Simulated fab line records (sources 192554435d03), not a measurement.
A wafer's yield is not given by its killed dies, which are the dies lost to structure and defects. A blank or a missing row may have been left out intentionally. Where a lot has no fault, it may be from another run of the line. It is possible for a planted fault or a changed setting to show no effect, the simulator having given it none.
Matching of chambers | flow n5_finfet | 4 sister chambers for N5_BEOL_M4_ETCH_74 on rie_diel-01
The step etches underlayer in N2/H2, target depth 6.5 nm, time 5.2 s. 7 wafers are shown with their chamber, then 7 later ones without.

== WAFERS, EACH WITH ITS CHAMBER ==
wafer  | chamber | drypump_motor_current_A (A) | throttle_valve_pct (%)
L082.4 | 0       | 5.5                         | 17.70
L085.4 | 3       | 4.9                         | 17.55
L088.2 | 1       | 5.3                         | 17.68
L088.3 | 3       | 5.0                         | 17.58
L088.5 | 2       | 5.9                         | 17.80
L090.4 | 1       | 5.3                         | 17.65
L090.5 | 2       | 5.9                         | 17.80

== WAFERS WHOSE CHAMBER IS MISSING ==
wafer  | drypump_motor_current_A (A) | throttle_valve_pct (%)
L090.6 | 5.3                         | 17.68
L093.2 | 5.2                         | 17.69
L093.3 | 5.0                         | 17.58
L093.5 | 5.4                         | 17.73
L097.1 | 5.3                         | 17.73
L097.3 | 4.9                         | 17.61
L097.5 | 5.9                         | 17.82

== WHICH CHAMBER EACH WENT THROUGH ==
wafer  | from the rows above     | in truth
L090.6 | 1                       | 1
L093.2 | 1                       | 1
L093.3 | 3                       | 3
L093.5 | can't be placed: 0 or 1 | 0
L097.1 | can't be placed: 1 or 0 | 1
L097.3 | 3                       | 3
L097.5 | 2                       | 2
Placed correctly: 5 of 7. Unplaceable from these rows: 2, with the true chamber sitting among the candidates in 2. Placed wrongly: 0.
How it was worked out, from the rows above alone: a wafer's distance from a chamber is the root of the sum, over the readings, of the square of ((its reading less the chamber's mean) divided by the reading's scatter). The wafer belongs to the nearest chamber; if the next one is less than 2 further off, it can't be placed. Each chamber's mean is taken over the wafers shown for it. The scatter is the square root of a quotient: the sum, over the shown wafers, of each reading's squared deviation from its chamber's mean, divided by wafers minus chambers.
